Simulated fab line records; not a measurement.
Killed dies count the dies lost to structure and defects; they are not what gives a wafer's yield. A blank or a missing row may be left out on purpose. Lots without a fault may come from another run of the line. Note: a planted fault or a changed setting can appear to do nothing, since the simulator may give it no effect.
fab line records / flow nand-harc
record: lots: 7 wafers: 21 last-day: 31
route steps=1302 shown A_ONON_D2@558 A_CHANNEL_HOLE_D2@570
lots that met no fault: taken from a fault-free run of the same line
start-h: hours from the record's opening day to when the first of the lot's shown wafers began / wait-h: hours from the lot's prior step to this one / " repeats the value in the row above / L1.1+2: several wafers, shown together as one row / - value missing, or start not given / * or withheld: withheld / < > ~ a bound
route shown NAME@n: NAME is a module with steps in the file, n the number in the route of the first one / usual: mean/standard deviation of fault-free wafers / same: alike in all rows / chamber/n: place in a boat / sites: per-site readings / _std_site: the standard deviation of these / _edge_site: outer sites' mean less inner sites' / radius-mm: how far each site lies from the wafer's centre / mask NAME#n: copy n / behind: tool/chamber where the wafer was last shaped / hold: what put the lot on hold/how long, in hours/how the hold closed / device: the n, p or np transistor that did not switch / end of line: at the end of the route, the tests of the same wafers / for a step that has no rows: nothing shown but its recipe / killed: dies lost to structure and defects at the first sort, not the wafer's yield / map: shows each die of a wafer: x if killed, . if not, _ if none is there
set.NAME: the setting the step ran with; set.NAME@STEP: the setting that earlier step ran with / model.NAME: the simulator's own value behind a step, which no gauge read
a table for each step, a row for each wafer; lots at some steps of the route
services: a tool's chamber out of use, with start hour (start-h, from the record's first day; less than 0 if before it), hours out, and reason
== steps ==
step: NHARC_A_ONON_D2_DEP_19
recipe: target-thk-a: 10000 n2-flow-sccm: 2750 n2o-flow-sccm: 2000 nh3-flow-sccm: 500 sih4-flow-sccm: 210 temp-c: 400
step: NHARC_A_ONON_D2_THK_MEAS_21
recipe: thk-meas-gauge: ellipsometry
usual: thk-nm: 998/9.3
lot.wafer=L932.1 tool=film-metro-02 chamber=- start-h=296.55 wait-h=- thk-nm=979
lot.wafer=L932.4 tool=film-metro-02 chamber=- start-h=296.55 wait-h=- thk-nm=979
lot.wafer=L932.5 tool=film-metro-02 chamber=- start-h=296.55 wait-h=- thk-nm=978
lot.wafer=L934.1 tool=film-metro-02 chamber=- start-h=313.88 wait-h=- thk-nm=999
lot.wafer=L934.3 tool=film-metro-02 chamber=- start-h=313.88 wait-h=- thk-nm=997
lot.wafer=L934.4 tool=film-metro-02 chamber=- start-h=313.88 wait-h=- thk-nm=998
lot.wafer=L937.3 tool=film-metro-02 chamber=- start-h=343.46 wait-h=- thk-nm=1013
lot.wafer=L937.4 tool=film-metro-02 chamber=- start-h=343.46 wait-h=- thk-nm=1014
lot.wafer=L937.5 tool=film-metro-02 chamber=- start-h=343.46 wait-h=- thk-nm=1013
lot.wafer=L942.2 tool=film-metro-02 chamber=- start-h=403.77 wait-h=- thk-nm=987
lot.wafer=L942.3 tool=film-metro-02 chamber=- start-h=403.77 wait-h=- thk-nm=988
lot.wafer=L942.5 tool=film-metro-02 chamber=- start-h=403.77 wait-h=- thk-nm=988
lot.wafer=L945.1 tool=film-metro-01 chamber=- start-h=432.39 wait-h=- thk-nm=1001
lot.wafer=L945.2 tool=film-metro-01 chamber=- start-h=432.39 wait-h=- thk-nm=1001
lot.wafer=L945.5 tool=film-metro-01 chamber=- start-h=432.39 wait-h=- thk-nm=1001
lot.wafer=L947.2 tool=film-metro-02 chamber=- start-h=443.92 wait-h=- thk-nm=991
lot.wafer=L947.3 tool=film-metro-02 chamber=- start-h=443.92 wait-h=- thk-nm=991
lot.wafer=L947.4 tool=film-metro-02 chamber=- start-h=443.92 wait-h=- thk-nm=990
lot.wafer=L948.1 tool=film-metro-02 chamber=- start-h=456.81 wait-h=- thk-nm=985
lot.wafer=L948.3 tool=film-metro-02 chamber=- start-h=456.81 wait-h=- thk-nm=986
lot.wafer=L948.4 tool=film-metro-02 chamber=- start-h=456.81 wait-h=- thk-nm=985
step: NHARC_A_ONON_D2_DEP_22
recipe: target-thk-a: 10000 n2-flow-sccm: 2750 n2o-flow-sccm: 2000 nh3-flow-sccm: 500 sih4-flow-sccm: 210 temp-c: 400
step: NHARC_A_ONON_D2_THK_MEAS_24
recipe: thk-meas-gauge: ellipsometry
usual: thk-nm: 998/11
lot.wafer=L932.1 tool=film-metro-02 chamber=- start-h=297.11 wait-h=- thk-nm=989
lot.wafer=L932.4 tool=film-metro-02 chamber=- start-h=297.11 wait-h=- thk-nm=990
lot.wafer=L932.5 tool=film-metro-02 chamber=- start-h=297.11 wait-h=- thk-nm=988
lot.wafer=L934.1 tool=film-metro-01 chamber=- start-h=314.45 wait-h=- thk-nm=996
lot.wafer=L934.3 tool=film-metro-01 chamber=- start-h=314.45 wait-h=- thk-nm=998
lot.wafer=L934.4 tool=film-metro-01 chamber=- start-h=314.45 wait-h=- thk-nm=997
lot.wafer=L937.3 tool=film-metro-01 chamber=- start-h=344.02 wait-h=- thk-nm=979
lot.wafer=L937.4 tool=film-metro-01 chamber=- start-h=344.02 wait-h=- thk-nm=979
lot.wafer=L937.5 tool=film-metro-01 chamber=- start-h=344.02 wait-h=- thk-nm=979
lot.wafer=L942.2 tool=film-metro-01 chamber=- start-h=404.33 wait-h=- thk-nm=991
lot.wafer=L942.3 tool=film-metro-01 chamber=- start-h=404.33 wait-h=- thk-nm=990
lot.wafer=L942.5 tool=film-metro-01 chamber=- start-h=404.33 wait-h=- thk-nm=990
lot.wafer=L945.1 tool=film-metro-01 chamber=- start-h=432.98 wait-h=- thk-nm=1000
lot.wafer=L945.2 tool=film-metro-01 chamber=- start-h=432.98 wait-h=- thk-nm=997
lot.wafer=L945.5 tool=film-metro-01 chamber=- start-h=432.98 wait-h=- thk-nm=998
lot.wafer=L947.2 tool=film-metro-02 chamber=- start-h=444.49 wait-h=- thk-nm=998
lot.wafer=L947.3 tool=film-metro-02 chamber=- start-h=444.49 wait-h=- thk-nm=998
lot.wafer=L947.4 tool=film-metro-02 chamber=- start-h=444.49 wait-h=- thk-nm=995
lot.wafer=L948.1 tool=film-metro-01 chamber=- start-h=457.38 wait-h=- thk-nm=1014
lot.wafer=L948.3 tool=film-metro-01 chamber=- start-h=457.38 wait-h=- thk-nm=1015
lot.wafer=L948.4 tool=film-metro-01 chamber=- start-h=457.38 wait-h=- thk-nm=1015
step: NHARC_A_ONON_D2_DEP_25
recipe: target-thk-a: 10000 n2-flow-sccm: 2750 n2o-flow-sccm: 2000 nh3-flow-sccm: 500 sih4-flow-sccm: 210 temp-c: 400
step: NHARC_A_ONON_D2_THK_MEAS_27
recipe: thk-meas-gauge: ellipsometry
usual: thk-nm: 998/8.2
lot.wafer=L932.1 tool=film-metro-01 chamber=- start-h=297.67 wait-h=- thk-nm=1005
lot.wafer=L932.4 tool=film-metro-01 chamber=- start-h=297.67 wait-h=- thk-nm=1006
lot.wafer=L932.5 tool=film-metro-01 chamber=- start-h=297.67 wait-h=- thk-nm=1005
lot.wafer=L934.1 tool=film-metro-01 chamber=- start-h=315.02 wait-h=- thk-nm=998
lot.wafer=L934.3 tool=film-metro-01 chamber=- start-h=315.02 wait-h=- thk-nm=999
lot.wafer=L934.4 tool=film-metro-01 chamber=- start-h=315.02 wait-h=- thk-nm=1000
lot.wafer=L937.3 tool=film-metro-01 chamber=- start-h=344.58 wait-h=- thk-nm=987
lot.wafer=L937.4 tool=film-metro-01 chamber=- start-h=344.58 wait-h=- thk-nm=985
lot.wafer=L937.5 tool=film-metro-01 chamber=- start-h=344.58 wait-h=- thk-nm=989
lot.wafer=L942.2 tool=film-metro-01 chamber=- start-h=404.93 wait-h=- thk-nm=994
lot.wafer=L942.3 tool=film-metro-01 chamber=- start-h=404.93 wait-h=- thk-nm=993
lot.wafer=L942.5 tool=film-metro-01 chamber=- start-h=404.93 wait-h=- thk-nm=995
lot.wafer=L945.1 tool=film-metro-01 chamber=- start-h=433.55 wait-h=- thk-nm=987
lot.wafer=L945.2 tool=film-metro-01 chamber=- start-h=433.55 wait-h=- thk-nm=986
lot.wafer=L945.5 tool=film-metro-01 chamber=- start-h=433.55 wait-h=- thk-nm=987
lot.wafer=L947.2 tool=film-metro-02 chamber=- start-h=445.05 wait-h=- thk-nm=994
lot.wafer=L947.3 tool=film-metro-02 chamber=- start-h=445.05 wait-h=- thk-nm=995
lot.wafer=L947.4 tool=film-metro-02 chamber=- start-h=445.05 wait-h=- thk-nm=994
lot.wafer=L948.1 tool=film-metro-01 chamber=- start-h=457.95 wait-h=- thk-nm=1005
lot.wafer=L948.3 tool=film-metro-01 chamber=- start-h=457.95 wait-h=- thk-nm=1005
lot.wafer=L948.4 tool=film-metro-01 chamber=- start-h=457.95 wait-h=- thk-nm=1004
step: NHARC_A_ONON_D2_DEP_28
recipe: target-thk-a: 10000 n2-flow-sccm: 2750 n2o-flow-sccm: 2000 nh3-flow-sccm: 500 sih4-flow-sccm: 210 temp-c: 400
step: NHARC_A_ONON_D2_THK_MEAS_30
recipe: thk-meas-gauge: ellipsometry
usual: thk-nm: 1003/12
lot.wafer=L932.1 tool=film-metro-02 chamber=- start-h=298.24 wait-h=- thk-nm=991
lot.wafer=L932.4 tool=film-metro-02 chamber=- start-h=298.24 wait-h=- thk-nm=995
lot.wafer=L932.5 tool=film-metro-02 chamber=- start-h=298.24 wait-h=- thk-nm=991
lot.wafer=L934.1 tool=film-metro-02 chamber=- start-h=315.59 wait-h=- thk-nm=1011
lot.wafer=L934.3 tool=film-metro-02 chamber=- start-h=315.59 wait-h=- thk-nm=1011
lot.wafer=L934.4 tool=film-metro-02 chamber=- start-h=315.59 wait-h=- thk-nm=1011
lot.wafer=L937.3 tool=film-metro-01 chamber=- start-h=345.15 wait-h=- thk-nm=1007
lot.wafer=L937.4 tool=film-metro-01 chamber=- start-h=345.15 wait-h=- thk-nm=1011
lot.wafer=L937.5 tool=film-metro-01 chamber=- start-h=345.15 wait-h=- thk-nm=1012
lot.wafer=L942.2 tool=film-metro-02 chamber=- start-h=405.50 wait-h=- thk-nm=1033
lot.wafer=L942.3 tool=film-metro-02 chamber=- start-h=405.50 wait-h=- thk-nm=1032
lot.wafer=L942.5 tool=film-metro-02 chamber=- start-h=405.50 wait-h=- thk-nm=1034
lot.wafer=L945.1 tool=film-metro-02 chamber=- start-h=434.12 wait-h=- thk-nm=1009
lot.wafer=L945.2 tool=film-metro-02 chamber=- start-h=434.12 wait-h=- thk-nm=1010
lot.wafer=L945.5 tool=film-metro-02 chamber=- start-h=434.12 wait-h=- thk-nm=1009
lot.wafer=L947.2 tool=film-metro-02 chamber=- start-h=445.62 wait-h=- thk-nm=1001
lot.wafer=L947.3 tool=film-metro-02 chamber=- start-h=445.62 wait-h=- thk-nm=1004
lot.wafer=L947.4 tool=film-metro-02 chamber=- start-h=445.62 wait-h=- thk-nm=1002
lot.wafer=L948.1 tool=film-metro-01 chamber=- start-h=458.52 wait-h=- thk-nm=1014
lot.wafer=L948.3 tool=film-metro-01 chamber=- start-h=458.52 wait-h=- thk-nm=1013
lot.wafer=L948.4 tool=film-metro-01 chamber=- start-h=458.52 wait-h=- thk-nm=1013
step: NHARC_A_ONON_D2_DEP_33
recipe: target-thk-a: 2000 temp-c: 400 pressure-torr: 6.5 rf-w: 900 teos-flow-sccm: 161.4 flow-sccm: 2650 target-thk-nm: 200 gas: O2 material: SiO2
usual: heater-power-w: 548/84 rf-fwd-power-W: 898.7/2.8 throttle-valve-pct: 16.3/0.4
lot.wafer=L932.1 tool=pecvd-02 chamber=1 start-h=298.34 wait-h=0.1 heater-power-w=474 rf-fwd-power-W=897.2 throttle-valve-pct=16.2
lot.wafer=L932.4 tool=pecvd-02 chamber=0 start-h=298.34 wait-h=0.1 heater-power-w=498 rf-fwd-power-W=889.8 throttle-valve-pct=16.0
lot.wafer=L932.5 tool=pecvd-02 chamber=1 start-h=298.34 wait-h=0.1 heater-power-w=481 rf-fwd-power-W=899.9 throttle-valve-pct=15.9
lot.wafer=L934.1 tool=pecvd-04 chamber=2 start-h=315.69 wait-h=0.1 heater-power-w=550 rf-fwd-power-W=898.7 throttle-valve-pct=16.5
lot.wafer=L934.3 tool=pecvd-04 chamber=0 start-h=315.69 wait-h=0.1 heater-power-w=530 rf-fwd-power-W=899.2 throttle-valve-pct=16.2
lot.wafer=L934.4 tool=pecvd-04 chamber=1 start-h=315.69 wait-h=0.1 heater-power-w=520 rf-fwd-power-W=900.3 throttle-valve-pct=16.1
lot.wafer=L937.3 tool=pecvd-01 chamber=2 start-h=345.25 wait-h=0.1 heater-power-w=409 rf-fwd-power-W=898.9 throttle-valve-pct=16.1
lot.wafer=L937.5 tool=pecvd-01 chamber=1 start-h=345.25 wait-h=0.1 heater-power-w=682 rf-fwd-power-W=895.2 throttle-valve-pct=16.6
lot.wafer=L937.4 tool=pecvd-01 chamber=0 start-h=345.25 wait-h=0.1 heater-power-w=548 rf-fwd-power-W=895.1 throttle-valve-pct=15.7
lot.wafer=L942.3 tool=pecvd-04 chamber=1 start-h=405.60 wait-h=0.1 heater-power-w=501 rf-fwd-power-W=895.6 throttle-valve-pct=16.3
lot.wafer=L942.2 tool=pecvd-04 chamber=2 start-h=405.60 wait-h=0.1 heater-power-w=701 rf-fwd-power-W=895.6 throttle-valve-pct=16.8
lot.wafer=L942.5 tool=pecvd-04 chamber=2 start-h=405.60 wait-h=0.1 heater-power-w=530 rf-fwd-power-W=895.7 throttle-valve-pct=16.8
lot.wafer=L945.2 tool=pecvd-04 chamber=0 start-h=434.27 wait-h=0.1 heater-power-w=449 rf-fwd-power-W=898.2 throttle-valve-pct=16.8
lot.wafer=L945.1 tool=pecvd-04 chamber=1 start-h=434.27 wait-h=0.1 heater-power-w=507 rf-fwd-power-W=896.6 throttle-valve-pct=16.4
lot.wafer=L945.5 tool=pecvd-04 chamber=0 start-h=434.27 wait-h=0.1 heater-power-w=463 rf-fwd-power-W=895.8 throttle-valve-pct=16.5
lot.wafer=L947.2 tool=pecvd-04 chamber=1 start-h=445.68 wait-h=0.1 heater-power-w=461 rf-fwd-power-W=899.6 throttle-valve-pct=16.1
lot.wafer=L947.3 tool=pecvd-04 chamber=2 start-h=445.68 wait-h=0.1 heater-power-w=639 rf-fwd-power-W=904.2 throttle-valve-pct=16.9
lot.wafer=L947.4 tool=pecvd-04 chamber=0 start-h=445.68 wait-h=0.1 heater-power-w=465 rf-fwd-power-W=899.1 throttle-valve-pct=16.6
lot.wafer=L948.3 tool=pecvd-02 chamber=0 start-h=458.58 wait-h=0.1 heater-power-w=534 rf-fwd-power-W=898.2 throttle-valve-pct=16.1
lot.wafer=L948.1 tool=pecvd-02 chamber=1 start-h=458.58 wait-h=0.1 heater-power-w=438 rf-fwd-power-W=896.7 throttle-valve-pct=16.0
lot.wafer=L948.4 tool=pecvd-02 chamber=0 start-h=458.58 wait-h=0.1 heater-power-w=557 rf-fwd-power-W=896.2 throttle-valve-pct=15.7
step: NHARC_A_ONON_D2_THK_MEAS_34
recipe: thk-meas-gauge: ellipsometry
usual: thk-nm: 199.5/2.4
lot.wafer=L932.1 tool=film-metro-02 chamber=- start-h=298.71 wait-h=- thk-nm=201.1
lot.wafer=L932.4 tool=film-metro-02 chamber=- start-h=298.71 wait-h=- thk-nm=203.2
lot.wafer=L932.5 tool=film-metro-02 chamber=- start-h=298.71 wait-h=- thk-nm=206.4
lot.wafer=L934.1 tool=film-metro-01 chamber=- start-h=316.06 wait-h=- thk-nm=194.7
lot.wafer=L934.3 tool=film-metro-01 chamber=- start-h=316.06 wait-h=- thk-nm=195.5
lot.wafer=L934.4 tool=film-metro-01 chamber=- start-h=316.06 wait-h=- thk-nm=203.2
lot.wafer=L937.3 tool=film-metro-02 chamber=- start-h=345.62 wait-h=- thk-nm=197.8
lot.wafer=L937.4 tool=film-metro-02 chamber=- start-h=345.62 wait-h=- thk-nm=198.6
lot.wafer=L937.5 tool=film-metro-02 chamber=- start-h=345.62 wait-h=- thk-nm=202.5
lot.wafer=L942.2 tool=film-metro-01 chamber=- start-h=405.97 wait-h=- thk-nm=194.1
lot.wafer=L942.3 tool=film-metro-01 chamber=- start-h=405.97 wait-h=- thk-nm=199.7
lot.wafer=L942.5 tool=film-metro-01 chamber=- start-h=405.97 wait-h=- thk-nm=197.9
lot.wafer=L945.1 tool=film-metro-01 chamber=- start-h=434.68 wait-h=- thk-nm=198.6
lot.wafer=L945.2 tool=film-metro-01 chamber=- start-h=434.68 wait-h=- thk-nm=197.0
lot.wafer=L945.5 tool=film-metro-01 chamber=- start-h=434.68 wait-h=- thk-nm=199.8
lot.wafer=L947.2 tool=film-metro-02 chamber=- start-h=446.09 wait-h=- thk-nm=197.6
lot.wafer=L947.3 tool=film-metro-02 chamber=- start-h=446.09 wait-h=- thk-nm=196.4
lot.wafer=L947.4 tool=film-metro-02 chamber=- start-h=446.09 wait-h=- thk-nm=198.6
lot.wafer=L948.1 tool=film-metro-02 chamber=- start-h=458.99 wait-h=- thk-nm=200.6
lot.wafer=L948.3 tool=film-metro-02 chamber=- start-h=458.99 wait-h=- thk-nm=198.7
lot.wafer=L948.4 tool=film-metro-02 chamber=- start-h=458.99 wait-h=- thk-nm=203.7
step: NHARC_A_ONON_D2_INSPECT_32
usual: raw-defect-count: 409/150
lot.wafer=L932.1 tool=defect-inspect-02 chamber=- start-h=298.77 wait-h=0.0 raw-defect-count=854
lot.wafer=L932.4 tool=defect-inspect-02 chamber=- start-h=298.77 wait-h=0.0 raw-defect-count=360
lot.wafer=L932.5 tool=defect-inspect-02 chamber=- start-h=298.77 wait-h=0.0 raw-defect-count=426
lot.wafer=L934.1 tool=defect-inspect-02 chamber=- start-h=316.13 wait-h=0.0 raw-defect-count=338
lot.wafer=L934.3 tool=defect-inspect-02 chamber=- start-h=316.13 wait-h=0.0 raw-defect-count=186
lot.wafer=L934.4 tool=defect-inspect-02 chamber=- start-h=316.13 wait-h=0.0 raw-defect-count=256
lot.wafer=L937.3 tool=defect-inspect-02 chamber=- start-h=345.68 wait-h=0.0 raw-defect-count=473
lot.wafer=L937.4 tool=defect-inspect-02 chamber=- start-h=345.68 wait-h=0.0 raw-defect-count=600
lot.wafer=L937.5 tool=defect-inspect-02 chamber=- start-h=345.68 wait-h=0.0 raw-defect-count=674
lot.wafer=L942.2 tool=defect-inspect-02 chamber=- start-h=406.05 wait-h=0.0 raw-defect-count=272
lot.wafer=L942.3 tool=defect-inspect-02 chamber=- start-h=406.05 wait-h=0.0 raw-defect-count=367
lot.wafer=L942.5 tool=defect-inspect-02 chamber=- start-h=406.05 wait-h=0.0 raw-defect-count=403
lot.wafer=L945.1 tool=defect-inspect-02 chamber=- start-h=434.74 wait-h=0.0 raw-defect-count=324
lot.wafer=L945.2 tool=defect-inspect-02 chamber=- start-h=434.74 wait-h=0.0 raw-defect-count=404
lot.wafer=L945.5 tool=defect-inspect-02 chamber=- start-h=434.74 wait-h=0.0 raw-defect-count=347
lot.wafer=L947.2 tool=defect-inspect-02 chamber=- start-h=446.18 wait-h=0.0 raw-defect-count=381
lot.wafer=L947.3 tool=defect-inspect-02 chamber=- start-h=446.18 wait-h=0.0 raw-defect-count=360
lot.wafer=L947.4 tool=defect-inspect-02 chamber=- start-h=446.18 wait-h=0.0 raw-defect-count=377
lot.wafer=L948.1 tool=defect-inspect-01 chamber=- start-h=459.08 wait-h=0.0 raw-defect-count=218
lot.wafer=L948.3 tool=defect-inspect-01 chamber=- start-h=459.08 wait-h=0.0 raw-defect-count=291
lot.wafer=L948.4 tool=defect-inspect-01 chamber=- start-h=459.08 wait-h=0.0 raw-defect-count=369
step: NHARC_A_CHANNEL_HOLE_D2_DEP_00
recipe: target-thk-a: 31000 temp-c: 400 material: aC
usual: throttle-valve-pct: 35.000/0.0089
lot.wafer=L932.1 tool=acl-dep-02 chamber=0 start-h=308.74 wait-h=10.0 throttle-valve-pct=34.987
lot.wafer=L932.4 tool=acl-dep-02 chamber=0 start-h=308.74 wait-h=10.0 throttle-valve-pct=34.986
lot.wafer=L932.5 tool=acl-dep-02 chamber=0 start-h=308.74 wait-h=10.0 throttle-valve-pct=34.998
lot.wafer=L934.1 tool=acl-dep-03 chamber=0 start-h=323.74 wait-h=7.6 throttle-valve-pct=34.984
lot.wafer=L934.3 tool=acl-dep-03 chamber=0 start-h=323.74 wait-h=7.6 throttle-valve-pct=35.015
lot.wafer=L934.4 tool=acl-dep-03 chamber=0 start-h=323.74 wait-h=7.6 throttle-valve-pct=34.986
lot.wafer=L934.1 tool=acl-dep-03 chamber=0 start-h=327.49 wait-h=3.4 throttle-valve-pct=34.997
lot.wafer=L934.3 tool=acl-dep-03 chamber=0 start-h=327.49 wait-h=3.4 throttle-valve-pct=35.004
lot.wafer=L934.4 tool=acl-dep-03 chamber=0 start-h=327.49 wait-h=3.4 throttle-valve-pct=34.986
lot.wafer=L937.3 tool=acl-dep-01 chamber=0 start-h=352.71 wait-h=7.0 throttle-valve-pct=34.984
lot.wafer=L937.4 tool=acl-dep-01 chamber=0 start-h=352.71 wait-h=7.0 throttle-valve-pct=35.002
lot.wafer=L937.5 tool=acl-dep-01 chamber=0 start-h=352.71 wait-h=7.0 throttle-valve-pct=34.995
lot.wafer=L937.3 tool=acl-dep-01 chamber=0 start-h=357.82 wait-h=4.8 throttle-valve-pct=34.993
lot.wafer=L937.4 tool=acl-dep-01 chamber=0 start-h=357.82 wait-h=4.8 throttle-valve-pct=35.006
lot.wafer=L937.5 tool=acl-dep-01 chamber=0 start-h=357.82 wait-h=4.8 throttle-valve-pct=34.994
lot.wafer=L942.2 tool=acl-dep-02 chamber=0 start-h=406.71 wait-h=0.7 throttle-valve-pct=34.993
lot.wafer=L942.3 tool=acl-dep-02 chamber=0 start-h=406.71 wait-h=0.7 throttle-valve-pct=35.001
lot.wafer=L942.5 tool=acl-dep-02 chamber=0 start-h=406.71 wait-h=0.7 throttle-valve-pct=34.996
lot.wafer=L942.2 tool=acl-dep-03 chamber=0 start-h=409.78 wait-h=2.7 throttle-valve-pct=34.991
lot.wafer=L942.3 tool=acl-dep-03 chamber=0 start-h=409.78 wait-h=2.7 throttle-valve-pct=34.993
lot.wafer=L942.5 tool=acl-dep-03 chamber=0 start-h=409.78 wait-h=2.7 throttle-valve-pct=34.981
lot.wafer=L945.1 tool=acl-dep-01 chamber=0 start-h=434.81 wait-h=0.1 throttle-valve-pct=35.007
lot.wafer=L945.2 tool=acl-dep-01 chamber=0 start-h=434.81 wait-h=0.1 throttle-valve-pct=35.018
lot.wafer=L945.5 tool=acl-dep-01 chamber=0 start-h=434.81 wait-h=0.1 throttle-valve-pct=35.004
lot.wafer=L947.2 tool=acl-dep-03 chamber=0 start-h=446.56 wait-h=0.4 throttle-valve-pct=35.012
lot.wafer=L947.3 tool=acl-dep-03 chamber=0 start-h=446.56 wait-h=0.4 throttle-valve-pct=35.003
lot.wafer=L947.4 tool=acl-dep-03 chamber=0 start-h=446.56 wait-h=0.4 throttle-valve-pct=34.996
lot.wafer=L948.1 tool=acl-dep-02 chamber=0 start-h=459.92 wait-h=0.8 throttle-valve-pct=35.005
lot.wafer=L948.3 tool=acl-dep-02 chamber=0 start-h=459.92 wait-h=0.8 throttle-valve-pct=34.996
lot.wafer=L948.4 tool=acl-dep-02 chamber=0 start-h=459.92 wait-h=0.8 throttle-valve-pct=35.002
step: NHARC_A_CHANNEL_HOLE_D2_DEP_01
recipe: target-thk-a: 1400 target-thk-nm: 140 temp-c: 400 pressure-torr: 3.5 flow-sccm: 200 rf-w: 350 material: SiON
usual: heater-power-w: 733/81 rf-fwd-power-W: 348.8/1.2
lot.wafer=L932.1 tool=pecvd-01 chamber=0 start-h=310.67 wait-h=1.6 heater-power-w=828 rf-fwd-power-W=349.5
lot.wafer=L932.5 tool=pecvd-01 chamber=0 start-h=310.67 wait-h=1.6 heater-power-w=825 rf-fwd-power-W=349.4
lot.wafer=L932.4 tool=pecvd-01 chamber=2 start-h=310.67 wait-h=1.6 heater-power-w=708 rf-fwd-power-W=347.4
lot.wafer=L934.3 tool=pecvd-03 chamber=1 start-h=329.52 wait-h=1.1 heater-power-w=687 rf-fwd-power-W=347.3
lot.wafer=L934.1 tool=pecvd-03 chamber=2 start-h=329.52 wait-h=1.1 heater-power-w=670 rf-fwd-power-W=348.8
lot.wafer=L934.4 tool=pecvd-03 chamber=0 start-h=329.52 wait-h=1.1 heater-power-w=742 rf-fwd-power-W=347.4
lot.wafer=L937.3 tool=pecvd-03 chamber=0 start-h=359.15 wait-h=1.0 heater-power-w=796 rf-fwd-power-W=347.7
lot.wafer=L937.5 tool=pecvd-03 chamber=0 start-h=359.15 wait-h=1.0 heater-power-w=775 rf-fwd-power-W=347.0
lot.wafer=L937.4 tool=pecvd-03 chamber=1 start-h=359.15 wait-h=1.0 heater-power-w=651 rf-fwd-power-W=350.4
lot.wafer=L942.3 tool=pecvd-03 chamber=0 start-h=411.78 wait-h=1.4 heater-power-w=824 rf-fwd-power-W=348.5
lot.wafer=L942.2 tool=pecvd-03 chamber=1 start-h=411.78 wait-h=1.4 heater-power-w=728 rf-fwd-power-W=347.8
lot.wafer=L942.5 tool=pecvd-03 chamber=1 start-h=411.78 wait-h=1.4 heater-power-w=745 rf-fwd-power-W=349.2
lot.wafer=L945.2 tool=pecvd-03 chamber=2 start-h=436.71 wait-h=1.3 heater-power-w=629 rf-fwd-power-W=349.5
lot.wafer=L945.1 tool=pecvd-03 chamber=0 start-h=436.71 wait-h=1.3 heater-power-w=802 rf-fwd-power-W=347.7
lot.wafer=L945.5 tool=pecvd-03 chamber=0 start-h=436.71 wait-h=1.3 heater-power-w=796 rf-fwd-power-W=348.7
lot.wafer=L947.3 tool=pecvd-01 chamber=2 start-h=448.16 wait-h=1.0 heater-power-w=735 rf-fwd-power-W=346.3
lot.wafer=L947.2 tool=pecvd-01 chamber=1 start-h=448.16 wait-h=1.0 heater-power-w=868 rf-fwd-power-W=348.2
lot.wafer=L947.4 tool=pecvd-01 chamber=2 start-h=448.16 wait-h=1.0 heater-power-w=744 rf-fwd-power-W=346.1
lot.wafer=L948.3 tool=pecvd-03 chamber=0 start-h=461.83 wait-h=1.0 heater-power-w=759 rf-fwd-power-W=345.9
lot.wafer=L948.1 tool=pecvd-03 chamber=2 start-h=461.83 wait-h=1.0 heater-power-w=704 rf-fwd-power-W=348.1
lot.wafer=L948.4 tool=pecvd-03 chamber=0 start-h=461.83 wait-h=1.0 heater-power-w=774 rf-fwd-power-W=346.5
== services ==
tool=pecvd-04 chamber=- start-h=284.95 hours=13.0 kind=pm
tool=pecvd-04 chamber=0 start-h=284.95 hours=13.0 kind=vent-cycle
tool=pecvd-04 chamber=1 start-h=284.95 hours=13.0 kind=vent-cycle
tool=pecvd-04 chamber=2 start-h=284.95 hours=13.0 kind=vent-cycle
tool=pecvd-03 chamber=- start-h=297.08 hours=0.4 kind=repair
tool=pecvd-04 chamber=0 start-h=297.95 hours=- kind=clean
tool=pecvd-04 chamber=1 start-h=297.95 hours=- kind=clean
tool=acl-dep-01 chamber=- start-h=302.08 hours=41.7 kind=repair
tool=acl-dep-03 chamber=- start-h=302.58 hours=13.0 kind=pm
tool=pecvd-03 chamber=0 start-h=317.86 hours=3.1 kind=repair
tool=pecvd-01 chamber=- start-h=323.07 hours=13.0 kind=pm
tool=acl-dep-03 chamber=- start-h=332.02 hours=3.6 kind=repair
tool=pecvd-03 chamber=- start-h=366.00 hours=13.0 kind=pm
tool=pecvd-03 chamber=0 start-h=366.00 hours=13.0 kind=vent-cycle
tool=pecvd-03 chamber=1 start-h=366.00 hours=13.0 kind=vent-cycle
tool=pecvd-03 chamber=2 start-h=366.00 hours=13.0 kind=vent-cycle
tool=acl-dep-01 chamber=- start-h=368.97 hours=13.0 kind=pm
tool=pecvd-03 chamber=0 start-h=379.00 hours=- kind=clean
tool=pecvd-03 chamber=1 start-h=379.00 hours=- kind=clean
tool=pecvd-03 chamber=2 start-h=379.00 hours=- kind=clean
tool=pecvd-02 chamber=- start-h=408.19 hours=13.0 kind=pm
tool=pecvd-03 chamber=2 start-h=408.63 hours=6.7 kind=repair
tool=acl-dep-02 chamber=- start-h=427.47 hours=13.0 kind=pm
tool=pecvd-01 chamber=- start-h=430.20 hours=1.5 kind=repair
== key ==
first-sign: step: NHARC_A_CHANNEL_HOLE_D2_DEP_00 reading: visit direction: added
effect none on later readings
met-at NHARC_A_CHANNEL_HOLE_D2_DEP_00
struck-wafers L934.1,L934.3,L934.4,L937.3,L937.4,L937.5,L942.2,L942.3,L942.5
later-rows-left-out L934.1,L934.3,L934.4,L937.3,L937.4,L937.5,L942.2,L942.3,L942.5
sort-left-out L934.1,L934.3,L934.4,L937.3,L937.4,L937.5,L942.2,L942.3,L942.5
tester-left-out L934,L937,L942
fault: kind: repeated-step-whole tool: acl-dep-01,acl-dep-02,acl-dep-03 chamber: - onset-h: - steps: NHARC_A_CHANNEL_HOLE_D2_DEP_00 times: 1 scope: struck-lots-only
tester-left-out: of these lots the tester's yield and bins aren't shown, on N5 and GAA mostly nor the transistor test; their killed dies are dies lost to structure and defects alone, not to doping, threshold or leakage, so they don't give the yield
sort-left-out: the simulated sort isn't trusted on such a fault, so these wafers' sort isn't shown, and their yield isn't known
later-rows-left-out: the simulator's readings of these wafers behind a module that went badly wrong aren't trusted and aren't shown, but for the sort
